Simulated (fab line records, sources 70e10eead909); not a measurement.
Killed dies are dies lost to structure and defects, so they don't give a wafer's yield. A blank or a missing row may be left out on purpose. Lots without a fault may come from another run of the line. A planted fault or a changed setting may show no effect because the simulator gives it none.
A sampling plan put to the test | flow nand_harc | one fab line, 41 faults that these records tell of, each judged on the records of the lots that it struck; 1 more is left out, because the records don't allow judging it
The plan is the line's own looks: the steps of the route at which a gauge or an inspection reads the wafer and doesn't change it. A look can be judged if struck wafers have a number there and the file gives its usual mean and standard deviation on fault-free wafers. Caught: at a look after the fault's first step, the mean of the struck wafers lies 4 or more of those standard deviations (sigma) from the usual mean. On the tool: the same test on the tool's own readings at the fault's steps. Another recipe on the struck wafers, or a record that is blank for them alone, also counts as caught.

THE FAULTS, as the simulator had put them in
1. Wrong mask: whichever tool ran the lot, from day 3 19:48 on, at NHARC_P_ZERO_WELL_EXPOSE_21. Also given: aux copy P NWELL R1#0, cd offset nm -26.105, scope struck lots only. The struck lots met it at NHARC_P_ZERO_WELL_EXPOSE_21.
2. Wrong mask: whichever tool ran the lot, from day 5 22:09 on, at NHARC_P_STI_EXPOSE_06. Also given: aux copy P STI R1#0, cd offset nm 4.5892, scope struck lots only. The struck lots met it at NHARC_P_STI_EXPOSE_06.
3. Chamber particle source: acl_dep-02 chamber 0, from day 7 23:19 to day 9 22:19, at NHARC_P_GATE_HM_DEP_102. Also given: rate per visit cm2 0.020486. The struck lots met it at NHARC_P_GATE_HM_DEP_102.
4. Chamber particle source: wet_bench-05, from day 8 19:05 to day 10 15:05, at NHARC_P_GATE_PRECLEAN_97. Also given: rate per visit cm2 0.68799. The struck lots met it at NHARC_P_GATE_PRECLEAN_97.
5. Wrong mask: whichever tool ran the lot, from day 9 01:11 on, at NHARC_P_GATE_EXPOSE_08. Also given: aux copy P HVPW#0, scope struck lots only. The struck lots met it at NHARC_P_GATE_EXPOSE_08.
6. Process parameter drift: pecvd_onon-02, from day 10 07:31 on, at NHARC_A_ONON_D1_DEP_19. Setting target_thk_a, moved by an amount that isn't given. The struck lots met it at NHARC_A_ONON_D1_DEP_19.
7. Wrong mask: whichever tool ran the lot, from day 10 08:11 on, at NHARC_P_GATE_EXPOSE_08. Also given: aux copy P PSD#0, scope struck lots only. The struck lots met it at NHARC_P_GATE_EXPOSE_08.
8. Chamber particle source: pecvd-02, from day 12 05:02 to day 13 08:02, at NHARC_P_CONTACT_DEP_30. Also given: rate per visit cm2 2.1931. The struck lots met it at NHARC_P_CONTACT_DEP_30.
9. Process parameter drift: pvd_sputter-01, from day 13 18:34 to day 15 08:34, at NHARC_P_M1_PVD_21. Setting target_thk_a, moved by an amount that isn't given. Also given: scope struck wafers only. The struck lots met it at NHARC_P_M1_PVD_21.
10. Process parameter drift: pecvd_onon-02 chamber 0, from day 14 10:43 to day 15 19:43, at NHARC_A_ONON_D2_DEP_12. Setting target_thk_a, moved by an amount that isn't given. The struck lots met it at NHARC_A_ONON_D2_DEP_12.
11. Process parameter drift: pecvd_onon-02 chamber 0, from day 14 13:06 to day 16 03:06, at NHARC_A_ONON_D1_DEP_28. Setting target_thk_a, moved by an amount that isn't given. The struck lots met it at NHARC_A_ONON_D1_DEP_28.
12. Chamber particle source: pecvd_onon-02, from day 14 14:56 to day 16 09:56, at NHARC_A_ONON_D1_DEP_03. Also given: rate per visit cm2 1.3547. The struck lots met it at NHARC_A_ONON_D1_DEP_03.
13. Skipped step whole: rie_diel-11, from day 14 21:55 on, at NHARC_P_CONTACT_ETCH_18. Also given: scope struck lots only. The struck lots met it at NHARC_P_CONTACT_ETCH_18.
14. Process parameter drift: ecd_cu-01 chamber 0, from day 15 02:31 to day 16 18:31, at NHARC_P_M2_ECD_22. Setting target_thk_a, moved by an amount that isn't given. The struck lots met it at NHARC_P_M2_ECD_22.
15. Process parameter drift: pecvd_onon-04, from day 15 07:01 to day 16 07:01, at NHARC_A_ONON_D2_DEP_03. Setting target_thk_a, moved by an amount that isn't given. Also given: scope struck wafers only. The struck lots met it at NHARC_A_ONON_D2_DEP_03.
16. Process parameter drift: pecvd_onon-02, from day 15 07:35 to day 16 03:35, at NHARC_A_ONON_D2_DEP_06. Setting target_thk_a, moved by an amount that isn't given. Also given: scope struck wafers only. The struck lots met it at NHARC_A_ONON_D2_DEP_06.
17. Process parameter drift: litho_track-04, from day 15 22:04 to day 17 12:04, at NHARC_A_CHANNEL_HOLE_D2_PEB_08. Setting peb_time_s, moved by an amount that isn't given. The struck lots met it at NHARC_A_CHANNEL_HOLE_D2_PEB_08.
18. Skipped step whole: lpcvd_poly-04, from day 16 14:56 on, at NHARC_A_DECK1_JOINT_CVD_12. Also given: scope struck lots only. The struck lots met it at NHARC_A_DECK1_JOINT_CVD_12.
19. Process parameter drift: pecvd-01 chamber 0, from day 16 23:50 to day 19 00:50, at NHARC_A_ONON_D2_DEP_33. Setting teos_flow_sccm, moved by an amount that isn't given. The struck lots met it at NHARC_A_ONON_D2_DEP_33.
20. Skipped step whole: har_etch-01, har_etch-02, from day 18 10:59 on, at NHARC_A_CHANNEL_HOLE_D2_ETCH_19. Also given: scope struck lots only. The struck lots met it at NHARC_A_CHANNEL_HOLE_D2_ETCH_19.
21. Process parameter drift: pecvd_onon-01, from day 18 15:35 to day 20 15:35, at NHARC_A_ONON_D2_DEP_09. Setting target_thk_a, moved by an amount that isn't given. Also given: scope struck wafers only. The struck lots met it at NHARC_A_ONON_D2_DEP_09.
22. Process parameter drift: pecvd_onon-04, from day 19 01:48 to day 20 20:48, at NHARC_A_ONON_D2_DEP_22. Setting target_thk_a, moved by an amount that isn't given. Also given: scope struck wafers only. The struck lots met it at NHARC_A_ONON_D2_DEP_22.
23. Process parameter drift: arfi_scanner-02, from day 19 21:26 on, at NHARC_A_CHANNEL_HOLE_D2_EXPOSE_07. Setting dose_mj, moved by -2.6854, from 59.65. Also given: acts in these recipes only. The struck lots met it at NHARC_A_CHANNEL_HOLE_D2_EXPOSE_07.
24. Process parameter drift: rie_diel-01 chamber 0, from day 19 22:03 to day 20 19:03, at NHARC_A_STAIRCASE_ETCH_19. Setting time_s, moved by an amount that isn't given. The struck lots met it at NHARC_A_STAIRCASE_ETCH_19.
25. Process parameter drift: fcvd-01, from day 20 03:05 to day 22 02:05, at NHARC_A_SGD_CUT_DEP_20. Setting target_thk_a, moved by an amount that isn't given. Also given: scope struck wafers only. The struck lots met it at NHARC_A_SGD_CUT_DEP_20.
26. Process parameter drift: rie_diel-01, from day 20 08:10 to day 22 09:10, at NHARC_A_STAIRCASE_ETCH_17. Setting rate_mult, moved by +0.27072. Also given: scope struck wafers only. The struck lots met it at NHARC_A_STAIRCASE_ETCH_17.
27. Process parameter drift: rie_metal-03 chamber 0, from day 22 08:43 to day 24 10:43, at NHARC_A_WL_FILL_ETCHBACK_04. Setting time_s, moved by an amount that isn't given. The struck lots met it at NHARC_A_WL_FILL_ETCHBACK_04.
28. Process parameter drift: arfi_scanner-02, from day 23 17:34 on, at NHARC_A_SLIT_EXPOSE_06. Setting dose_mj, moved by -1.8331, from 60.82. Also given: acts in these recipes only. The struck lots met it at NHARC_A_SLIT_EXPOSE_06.
29. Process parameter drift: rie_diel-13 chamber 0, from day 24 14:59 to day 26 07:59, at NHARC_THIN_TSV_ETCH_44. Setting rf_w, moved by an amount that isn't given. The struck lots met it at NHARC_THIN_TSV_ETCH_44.
30. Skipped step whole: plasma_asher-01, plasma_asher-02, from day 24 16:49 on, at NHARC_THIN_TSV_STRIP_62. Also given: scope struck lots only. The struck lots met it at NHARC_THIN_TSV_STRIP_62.
31. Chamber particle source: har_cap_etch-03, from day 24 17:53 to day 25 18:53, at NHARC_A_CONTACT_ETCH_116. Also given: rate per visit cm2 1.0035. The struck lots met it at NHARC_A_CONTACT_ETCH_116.
32. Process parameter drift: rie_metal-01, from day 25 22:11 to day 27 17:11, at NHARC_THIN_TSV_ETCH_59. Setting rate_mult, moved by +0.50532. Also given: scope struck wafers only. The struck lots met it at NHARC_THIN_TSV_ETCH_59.
33. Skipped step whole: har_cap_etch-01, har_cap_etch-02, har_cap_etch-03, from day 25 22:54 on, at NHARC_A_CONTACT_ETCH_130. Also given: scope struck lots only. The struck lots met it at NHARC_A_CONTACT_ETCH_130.
34. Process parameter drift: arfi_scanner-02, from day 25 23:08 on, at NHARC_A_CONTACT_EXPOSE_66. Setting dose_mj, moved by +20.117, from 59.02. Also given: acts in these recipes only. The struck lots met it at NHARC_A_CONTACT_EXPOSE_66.
35. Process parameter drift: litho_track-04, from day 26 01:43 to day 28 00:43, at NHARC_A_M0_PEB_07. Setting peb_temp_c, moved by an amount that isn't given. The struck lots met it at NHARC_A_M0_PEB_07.
36. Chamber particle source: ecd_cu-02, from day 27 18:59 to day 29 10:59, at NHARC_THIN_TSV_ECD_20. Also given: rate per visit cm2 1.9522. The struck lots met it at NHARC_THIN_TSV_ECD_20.
37. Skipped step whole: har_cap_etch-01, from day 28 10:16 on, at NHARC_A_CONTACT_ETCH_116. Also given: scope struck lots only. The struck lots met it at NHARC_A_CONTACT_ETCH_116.
38. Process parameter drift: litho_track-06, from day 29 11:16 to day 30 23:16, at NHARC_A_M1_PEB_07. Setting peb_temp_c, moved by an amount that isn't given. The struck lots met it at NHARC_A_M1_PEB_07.
39. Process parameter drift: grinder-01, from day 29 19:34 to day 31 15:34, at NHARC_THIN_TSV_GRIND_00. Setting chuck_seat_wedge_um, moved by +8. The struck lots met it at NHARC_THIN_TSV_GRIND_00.
40. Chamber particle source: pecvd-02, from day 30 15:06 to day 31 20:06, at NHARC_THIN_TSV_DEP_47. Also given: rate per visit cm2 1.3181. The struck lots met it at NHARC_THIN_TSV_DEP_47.
41. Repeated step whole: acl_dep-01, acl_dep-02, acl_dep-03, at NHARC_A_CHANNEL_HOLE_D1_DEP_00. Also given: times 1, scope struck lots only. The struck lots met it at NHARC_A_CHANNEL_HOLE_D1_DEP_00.

WHAT THE PLAN SAW
fault | on the tool itself                               | first look that catches it                      | reading, sigma                                               | median hours from its first step to that look | hours from the fault's start to the first struck lot there | judged looks passed uncaught
1     | under 2 sigma                                    | NHARC_P_ZERO_WELL_CD_MEAS_24                    | cd_nm -13                                                    | 0.1                                           | 6                                                          | 0
2     | no reading that can be judged                    | not the one look that can be judged after it    | strongest: cd_nm at NHARC_P_STI_CD_MEAS_09, +2.2             | -                                             | -                                                          | 1
3     | under 2 sigma                                    | none of the 2 looks that can be judged after it | strongest: raw_defect_count at NHARC_P_GATE_INSPECT_28, +3.2 | -                                             | -                                                          | 2
4     | no reading that can be judged                    | NHARC_END_SORT_01                               | killed_at_periphery +26                                      | 454.7                                         | 467                                                        | 2
5     | under 2 sigma                                    | NHARC_END_SORT_01                               | killed_at_periphery +99 or beyond                            | 477.6                                         | 483                                                        | 1
6     | no reading that can be judged                    | not the one look that can be judged after it    | strongest: thk_nm at NHARC_A_ONON_D1_THK_MEAS_21, -3.7       | -                                             | -                                                          | 1
7     | under 2 sigma                                    | NHARC_END_SORT_01                               | killed_at_periphery +99 or beyond                            | 483.8                                         | 483                                                        | 0
8     | under 2 sigma                                    | NHARC_END_SORT_01                               | killed_at_periphery +32                                      | 445.9                                         | 449                                                        | 0
9     | under 2 sigma                                    | NHARC_END_SORT_01                               | killed_at_periphery +99 or beyond                            | 458.4                                         | 471                                                        | 0
10    | under 2 sigma                                    | NHARC_A_ONON_D2_THK_MEAS_14                     | thk_nm +89                                                   | 0.5                                           | 22                                                         | 0
11    | under 2 sigma                                    | NHARC_A_ONON_D1_THK_MEAS_30                     | thk_nm +37                                                   | 0.4                                           | 9                                                          | 0
12    | under 2 sigma                                    | not the one look that can be judged after it    | strongest: killed_at_array at NHARC_END_SORT_01, +3.3        | -                                             | -                                                          | 1
13    | the tool's record is blank for the struck wafers | NHARC_END_SORT_01                               | killed_at_periphery +99 or beyond                            | 465.6                                         | 454                                                        | 1
14    | no reading that can be judged                    | none of the 2 looks that can be judged after it | -                                                            | -                                             | -                                                          | 2
15    | under 2 sigma                                    | NHARC_A_ONON_D2_THK_MEAS_05                     | thk_nm -52                                                   | 0.5                                           | 1                                                          | 0
16    | under 2 sigma                                    | NHARC_A_ONON_D2_THK_MEAS_08                     | thk_nm -24                                                   | 0.4                                           | 1                                                          | 0
17    | heater_power_total_W +43 sigma                   | NHARC_A_CHANNEL_HOLE_D2_CD_MEAS_10              | cd_nm -10                                                    | 0.1                                           | 0                                                          | 0
18    | the tool's record is blank for the struck wafers | NHARC_END_SORT_01                               | killed_at_array +27                                          | 320.1                                         | 331                                                        | 0
19    | mfc_precursor_sccm -48 sigma                     | NHARC_A_ONON_D2_THK_MEAS_34                     | thk_nm -9.7                                                  | 0.4                                           | 7                                                          | 0
20    | the tool's record is blank for the struck wafers | NHARC_END_SORT_01                               | killed_at_array +27                                          | 277.5                                         | 287                                                        | 0
21    | no reading that can be judged                    | NHARC_A_ONON_D2_THK_MEAS_11                     | thk_nm -37                                                   | 0.5                                           | 21                                                         | 0
22    | under 2 sigma                                    | NHARC_A_ONON_D2_THK_MEAS_24                     | thk_nm +22                                                   | 0.4                                           | 11                                                         | 0
23    | exposure_dose_mJ_cm2 -38 sigma                   | none of the 2 looks that can be judged after it | strongest: cd_nm at NHARC_A_CHANNEL_HOLE_D2_CD_MEAS_10, -3.9 | -                                             | -                                                          | 2
24    | run_length_s -59 sigma                           | NHARC_END_SORT_01                               | killed_at_array +27                                          | 207.4                                         | 209                                                        | 0
25    | no reading that can be judged                    | NHARC_A_SGD_CUT_THK_MEAS_22                     | thk_nm -48                                                   | 6.5                                           | 6                                                          | 0
26    | oes_product_au +11 sigma                         | NHARC_END_SORT_01                               | killed_at_array +26                                          | 215.3                                         | 242                                                        | 0
27    | run_length_s -99 or beyond sigma                 | NHARC_END_SORT_01                               | killed_at_array +27                                          | 98.1                                          | 117                                                        | 0
28    | exposure_dose_mJ_cm2 -31 sigma                   | none of the 3 looks that can be judged after it | -                                                            | -                                             | -                                                          | 3
29    | rf_fwd_power_W -99 or beyond sigma               | NHARC_END_SORT_01                               | killed_at_other +99 or beyond                                | 19.4                                          | 23                                                         | 0
30    | the tool's record is blank for the struck wafers | NHARC_END_SORT_01                               | killed_at_other +4.1                                         | 14.2                                          | 11                                                         | 0
31    | no reading that can be judged                    | none of the 2 looks that can be judged after it | strongest: killed_at_array at NHARC_END_SORT_01, +3.3        | -                                             | -                                                          | 2
32    | oes_product_au +32 sigma                         | NHARC_THIN_TSV_CD_MEAS_37                       | cd_nm -5.5                                                   | 1.3                                           | 15                                                         | 0
33    | the tool's record is blank for the struck wafers | NHARC_END_SORT_01                               | killed_at_array +27                                          | 59.9                                          | 56                                                         | 0
34    | exposure_dose_mJ_cm2 +99 or beyond sigma         | NHARC_A_CONTACT_CD_MEAS_69                      | cd_nm +20                                                    | 0.1                                           | 2                                                          | 0
35    | plate_temp_C +69 sigma                           | NHARC_A_M0_CD_MEAS_09                           | cd_nm +46                                                    | 0.1                                           | 14                                                         | 0
36    | no reading that can be judged                    | NHARC_END_SORT_01                               | killed_at_other +99 or beyond                                | 12.9                                          | 11                                                         | 0
37    | the tool's record is blank for the struck wafers | NHARC_END_SORT_01                               | killed_at_array +27                                          | 68.7                                          | 73                                                         | 0
38    | plate_temp_C +6.7 sigma                          | NHARC_A_M1_CD_MEAS_09                           | cd_nm +5.1                                                   | 0.1                                           | 14                                                         | 0
39    | under 2 sigma                                    | NHARC_END_SORT_01                               | killed_at_other +99 or beyond                                | 22.0                                          | 23                                                         | 1
40    | under 2 sigma                                    | NHARC_END_SORT_01                               | killed_at_other +61                                          | 15.4                                          | 21                                                         | 0
41    | under 2 sigma                                    | NHARC_END_SORT_01                               | killed_at_array +27                                          | 412.9                                         | -                                                          | 1
A dash: the fault isn't caught, or these records don't give the number.

Caught at a look: 33 of 41. Caught on the tool: 18 of 41. By one or the other: 35 of 41.
Caught on the tool alone: faults 23, 28.
Caught at a look alone: faults 1, 4, 5, 7, 8, 9, 10, 11, 15, 16, 21, 22, 25, 36, 39, 40, 41.
Caught by neither: faults 2, 3, 6, 12, 14, 31.

THINNER SAMPLING
If the look that catches a fault measured only every second or every third lot, by lot number, the first struck lot would be measured this late in the worst case:
fault | struck lots at that look, in order of time | every lot | every second lot | every third lot
1     | L172                                       | 6 h       | may miss it      | may miss it
4     | L728, L730                                 | 467 h     | may miss all 2   | may miss all 2
5     | L854                                       | 483 h     | may miss it      | may miss it
7     | L400                                       | 483 h     | may miss it      | may miss it
8     | L313, L314                                 | 449 h     | 463 h            | may miss all 2
9     | L218                                       | 471 h     | may miss it      | may miss it
10    | L978, L976                                 | 22 h      | may miss all 2   | may miss all 2
11    | L690, L693                                 | 9 h       | 37 h             | may miss all 2
13    | L665, L666                                 | 454 h     | 491 h            | may miss all 2
15    | L275, L278                                 | 1 h       | 22 h             | may miss all 2
16    | L609                                       | 1 h       | may miss it      | may miss it
17    | L746, L751, L750                           | 0 h       | 36 h             | 37 h
18    | L776, L775, L777                           | 331 h     | 332 h            | 339 h
19    | L833, L836                                 | 7 h       | 42 h             | may miss all 2
20    | L700, L699, L701                           | 287 h     | 288 h            | 295 h
21    | L122, L123                                 | 21 h      | 41 h             | may miss all 2
22    | L543, L544, L546                           | 11 h      | 20 h             | may miss all 3
24    | L232, L233                                 | 209 h     | 223 h            | may miss all 2
25    | L806, L810                                 | 6 h       | may miss all 2   | may miss all 2
26    | L602                                       | 242 h     | may miss it      | may miss it
27    | L391, L393                                 | 117 h     | may miss all 2   | may miss all 2
29    | L159, L161                                 | 23 h      | may miss all 2   | may miss all 2
30    | L988, L987                                 | 11 h      | 20 h             | may miss all 2
32    | L151, L149                                 | 15 h      | may miss all 2   | may miss all 2
33    | L539, L540, L541                           | 56 h      | 64 h             | 64 h
34    | L150, L153                                 | 2 h       | 46 h             | may miss all 2
35    | L493, L494, L496                           | 14 h      | 16 h             | may miss all 3
36    | L509, L511                                 | 11 h      | may miss all 2   | may miss all 2
37    | L990, L993                                 | 73 h      | 91 h             | may miss all 2
38    | L455, L458                                 | 14 h      | 30 h             | may miss all 2
39    | L869                                       | 23 h      | may miss it      | may miss it
40    | L153, L156                                 | 21 h      | 38 h             | may miss all 2
Hours are from the fault's start to the first struck lot that is measured. The limit of 4 sigma was tested on all struck wafers together, so one lot alone may lie under it. Other struck lots may not be in these records.

THE LONGEST TIMED WAY FROM STEP TO LOOK
Fault 7: a median of 483.8 hours passes between NHARC_P_GATE_EXPOSE_08 and NHARC_END_SORT_01. No look between them can be judged.
